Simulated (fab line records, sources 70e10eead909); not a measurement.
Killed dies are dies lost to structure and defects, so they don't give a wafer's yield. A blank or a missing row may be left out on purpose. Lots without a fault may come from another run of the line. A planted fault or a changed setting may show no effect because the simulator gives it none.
Which tool did it? | flow nand_harc | 24 lots, 72 wafers sampled, at 4 steps of a route of 1302

WHAT THE GAUGES READ, wafer by wafer
NHARC_A_ONON_D1_THK_MEAS_21: measures by ellipsometry.
lot  | measured     | on            | thk_nm (nm)
L074 | day 7 22:58  | film_metro-02 | 998 998 999
L075 | day 8 14:44  | film_metro-02 | 1015 1013 1015
L076 | day 8 14:44  | film_metro-02 | 1013 1013 1013
L077 | day 9 13:04  | film_metro-02 | 991 990 993
L078 | day 9 13:05  | film_metro-01 | 969 969 969
L079 | day 10 05:36 | film_metro-02 | 988 988 987
L080 | day 10 19:13 | film_metro-02 | 1002 1000 1000
L081 | day 11 01:24 | film_metro-01 | 1002 1001 999
L082 | day 11 17:29 | film_metro-01 | 1000 1003 1003
L083 | day 12 01:18 | film_metro-01 | 997 994 996
L084 | day 12 07:58 | film_metro-01 | 996 998 995
L085 | day 12 20:25 | film_metro-01 | 990 992 991
L086 | day 13 04:23 | film_metro-01 | 997 995 997
L087 | day 13 13:58 | film_metro-01 | 996 996 996
L088 | day 14 12:07 | film_metro-01 | 989 988 990
L089 | day 14 12:16 | film_metro-02 | 1012 1012 1012
L090 | day 14 22:32 | film_metro-01 | 998 998 998
L091 | day 15 07:54 | film_metro-02 | 995 996 996
L092 | day 15 19:38 | film_metro-01 | 990 991 990
L093 | day 16 12:14 | film_metro-02 | 1014 1012 1012
L094 | day 16 22:49 | film_metro-01 | 1006 1005 1006
L095 | day 17 21:31 | film_metro-01 | 1005 1004 1002
L096 | day 18 01:28 | film_metro-02 | 1005 1005 1004
L097 | day 18 01:37 | film_metro-02 | 1001 1005 1002

NHARC_A_CHANNEL_HOLE_D1_CD_MEAS_18.
lot  | measured     | on        | cd_nm (nm)
L074 | day 8 06:34  | cd_sem-03 | 100.8 97.7 101.4
L075 | day 8 22:29  | cd_sem-02 | 99.6 100.1 97.9
L076 | day 8 22:58  | cd_sem-01 | 95.1 96.9 97.0
L077 | day 9 19:56  | cd_sem-01 | 97.6 98.5 95.9
L078 | day 9 20:37  | cd_sem-01 | 101.1 97.9 100.3
L079 | day 10 12:01 | cd_sem-01 | 98.1 102.0 100.3
L080 | day 11 01:26 | cd_sem-02 | 98.7 101.5 102.1
L081 | day 11 08:08 | cd_sem-01 | 97.3 96.1 100.1
L082 | day 12 01:12 | cd_sem-02 | 103.2 102.0 102.1
L083 | day 12 07:42 | cd_sem-02 | 102.0 99.7 99.5
L084 | day 12 14:05 | cd_sem-02 | 99.8 102.9 102.4
L085 | day 13 03:41 | cd_sem-01 | 98.6 99.8 100.0
L086 | day 13 12:31 | cd_sem-02 | 98.7 99.6 99.6
L087 | day 14 03:19 | cd_sem-01 | 98.0 98.8 102.3
L088 | day 14 19:40 | cd_sem-02 | 99.6 98.3 103.0
L089 | day 14 20:25 | cd_sem-03 | 99.3 96.1 97.8
L090 | day 15 04:39 | cd_sem-03 | 104.1 97.2 100.1
L091 | day 15 16:41 | cd_sem-03 | 101.1 99.0 101.9
L092 | day 16 02:18 | cd_sem-01 | 99.6 104.0 99.2
L093 | day 16 23:34 | cd_sem-01 | 104.2 99.3 104.7
L094 | day 17 08:35 | cd_sem-03 | 96.4 98.0 99.0
L095 | day 18 04:28 | cd_sem-01 | 100.7 100.4 102.3
L096 | day 18 07:37 | cd_sem-02 | 105.3 100.5 105.1
L097 | day 18 08:07 | cd_sem-03 | 96.6 100.6 105.0

WHICH TOOL RAN EACH LOT (tool, then ch and the chambers of the sampled wafers, then the start)
lot  | NHARC_A_ONON_D1_DEP_33          | NHARC_A_CHANNEL_HOLE_D1_ETCH_39
L074 | pecvd-03 ch 0,1,2, day 8 00:46  | rie_diel-06 ch 0,1,3, day 8 06:34 or earlier
L075 | pecvd-03 ch 0,1, day 8 16:31    | rie_diel-06 ch 0,3, day 8 22:29 or earlier
L076 | pecvd-01 ch 1,2, day 8 16:29    | rie_diel-13 ch 2,3, day 8 22:58 or earlier
L077 | pecvd-01 ch 0,2, day 9 14:52    | rie_diel-13 ch 0,3, day 9 19:56 or earlier
L078 | pecvd-03 ch 1,2, day 9 14:51    | rie_diel-13 ch 0,1,3, day 9 20:37 or earlier
L079 | pecvd-03 ch 0,1,2, day 10 07:22 | rie_diel-06 ch 0,2, day 10 12:01 or earlier
L080 | pecvd-01 ch 1,2, day 10 20:58   | rie_diel-06 ch 0,1,3, day 11 01:26 or earlier
L081 | pecvd-01 ch 1,2, day 11 03:17   | rie_diel-06 ch 0,3, day 11 08:08 or earlier
L082 | pecvd-01 ch 1,2, day 11 19:20   | rie_diel-06 ch 0,1, day 12 01:12 or earlier
L083 | pecvd-02 ch 0,2, day 12 03:07   | rie_diel-13 ch 0,1,2, day 12 07:42 or earlier
L084 | pecvd-02 ch 0,1,2, day 12 09:49 | rie_diel-06 ch 2,3, day 12 14:05 or earlier
L085 | pecvd-01 ch 0,1,2, day 12 22:13 | rie_diel-12 ch 0,2,3, day 13 03:41 or earlier
L086 | pecvd-03 ch 0,1,2, day 13 06:16 | rie_diel-06 ch 0,2,3, day 13 12:31 or earlier
L087 | pecvd-01 ch 0,1, day 13 15:46   | rie_diel-13 ch 0,3, day 14 03:19 or earlier
L088 | pecvd-01 ch 0,1,2, day 14 13:53 | rie_diel-06 ch 0,1,2, day 14 19:40 or earlier
L089 | pecvd-02 ch 0,1, day 14 14:13   | rie_diel-12 ch 1,2,3, day 14 20:25 or earlier
L090 | pecvd-01 ch 1,2, day 15 00:17   | rie_diel-06 ch 1,3, day 15 04:39 or earlier
L091 | pecvd-03 ch 0,1,2, day 15 09:43 | rie_diel-06 ch 0,2, day 15 16:41 or earlier
L092 | pecvd-03 ch 0,1,2, day 15 21:26 | rie_diel-06 ch 0,3, day 16 02:18 or earlier
L093 | pecvd-01 ch 0,1,2, day 16 14:02 | rie_diel-06 ch 1,2, day 16 23:34 or earlier
L094 | pecvd-02 ch 0,1,2, day 17 00:37 | rie_diel-13 ch 0,1,3, day 17 08:35 or earlier
L095 | pecvd-03 ch 0,1,2, day 17 23:25 | rie_diel-13 ch 2,3, day 18 04:28 or earlier
L096 | pecvd-01 ch 0,1, day 18 03:14   | rie_diel-06 ch 0,1, day 18 07:37 or earlier
L097 | pecvd-03 ch 1,2, day 18 03:25   | rie_diel-12 ch 0,1,3, day 18 08:07 or earlier
- NHARC_A_ONON_D1_DEP_33: deposits SiO2, target thk 200 nm.
- NHARC_A_CHANNEL_HOLE_D1_ETCH_39: etches the open film in N2/H2, target depth 260 nm, time 325 s.

WHAT THE TOOLS THEMSELVES READ (means of the sampled wafers that have a number; where no wafer has one, the mark that the record gives instead)
NHARC_A_ONON_D1_DEP_33.
lot  | tool     | flow_sccm (sccm) | heater_power_outer_w (W) | heater_power_w (W) | throttle_valve_pct (%)
L074 | pecvd-03 | 2646             | 268                      | 528                | 16.4
L075 | pecvd-03 | 2651             | 162                      | 412                | 16.5
L076 | pecvd-01 | 2652             | 306                      | 537                | 15.5
L077 | pecvd-01 | 2661             | 384                      | 594                | 16.4
L078 | pecvd-03 | 2653             | 226                      | 459                | 15.7
L079 | pecvd-03 | 2647             | 252                      | 484                | 16.2
L080 | pecvd-01 | 2658             | 256                      | 482                | 15.7
L081 | pecvd-01 | 2647             | 294                      | 529                | 15.7
L082 | pecvd-01 | 2643             | 261                      | 480                | 15.9
L083 | pecvd-02 | 2649             | 320                      | 586                | 15.8
L084 | pecvd-02 | 2653             | 325                      | 586                | 15.9
L085 | pecvd-01 | 2648             | 299                      | 514                | 16.0
L086 | pecvd-03 | 2644             | 248                      | 468                | 16.1
L087 | pecvd-01 | 2656             | 338                      | 522                | 16.5
L088 | pecvd-01 | 2659             | 321                      | 537                | 15.9
L089 | pecvd-02 | 2650             | 330                      | 597                | 16.3
L090 | pecvd-01 | 2648             | 254                      | 474                | 15.6
L091 | pecvd-03 | 2650             | 257                      | 486                | 16.2
L092 | pecvd-03 | 2651             | 249                      | 472                | 16.3
L093 | pecvd-01 | 2655             | 290                      | 492                | 16.1
L094 | pecvd-02 | 2651             | 319                      | 574                | 16.0
L095 | pecvd-03 | 2650             | 230                      | 449                | 16.2
L096 | pecvd-01 | 2661             | 326                      | 560                | 16.2
L097 | pecvd-03 | 2654             | 193                      | 414                | 15.8

NHARC_A_CHANNEL_HOLE_D1_ETCH_39.
lot  | tool        | drypump_motor_current_A (A) | oes_product_au (a.u.) | rf_vpp_V (V) | showerhead_plenum_p_Torr (Torr) | throttle_valve_pct (%)
L074 | rie_diel-06 | 5.8                         | 0.995                 | 432          | 2.10                            | 14.168
L075 | rie_diel-06 | 5.7                         | 0.993                 | 432          | 2.09                            | 14.170
L076 | rie_diel-13 | 6.3                         | 1.002                 | 429          | 1.99                            | 14.169
L077 | rie_diel-13 | 5.5                         | 0.982                 | 427          | 1.91                            | 14.175
L078 | rie_diel-13 | 5.5                         | 0.991                 | 427          | 1.93                            | 14.163
L079 | rie_diel-06 | 6.2                         | 1.002                 | 431          | 2.09                            | 14.155
L080 | rie_diel-06 | 5.9                         | 0.997                 | 432          | 2.09                            | 14.171
L081 | rie_diel-06 | 5.7                         | 0.990                 | 432          | 2.09                            | 14.173
L082 | rie_diel-06 | 6.0                         | 0.997                 | 433          | 2.09                            | 14.171
L083 | rie_diel-13 | 5.8                         | 0.996                 | 428          | 1.94                            | 14.174
L084 | rie_diel-06 | 5.9                         | 1.010                 | 434          | 2.15                            | 14.170
L085 | rie_diel-12 | 5.8                         | 1.007                 | 430          | 2.04                            | 14.169
L086 | rie_diel-06 | 6.0                         | 1.000                 | 432          | 2.09                            | 14.167
L087 | rie_diel-13 | 5.5                         | 1.001                 | 427          | 1.90                            | 14.170
L088 | rie_diel-06 | 6.1                         | 1.008                 | 433          | 2.09                            | 14.169
L089 | rie_diel-12 | 5.8                         | 0.992                 | 430          | 2.03                            | 14.169
L090 | rie_diel-06 | 5.6                         | 1.005                 | 433          | 2.16                            | 14.177
L091 | rie_diel-06 | 6.4                         | 1.002                 | 430          | 2.02                            | 14.175
L092 | rie_diel-06 | 5.7                         | 0.988                 | 432          | 2.09                            | 14.168
L093 | rie_diel-06 | 5.9                         | 1.004                 | 434          | 2.16                            | 14.171
L094 | rie_diel-13 | 5.5                         | 1.007                 | 430          | 2.02                            | 14.168
L095 | rie_diel-13 | 6.2                         | 1.014                 | 428          | 1.96                            | 14.169
L096 | rie_diel-06 | 6.0                         | 0.999                 | 432          | 2.09                            | 14.173
L097 | rie_diel-12 | 5.6                         | 1.005                 | 429          | 1.95                            | 14.172

THE ANSWER, worked out from the rows above alone
Rule: what is usual is taken from the lots themselves. Put in order of their means at a reading, lots are off if they are a third of the lots or fewer, leave a main group of 4 or more, and stand apart from it by a gap of 3 or more times the standard deviation of the main group's means; of several such gaps the widest counts. A main group whose means are all the same, to the digits that the tables above print for the reading, isn't used. A lot without any number at a reading at which 4 lots or more have one is off too. The other lots that the step has rows for count as sound. The gauges are gone through in route order, then the tools' own readings, and for those a lot's mean is taken as printed above. The first step at which some lot is off is used, and at that step the reading that is off furthest; a lot without a number counts as furthest.
No lot is off at any reading shown: from this, nothing can be told.

WHAT THE SIMULATOR HAD PUT IN
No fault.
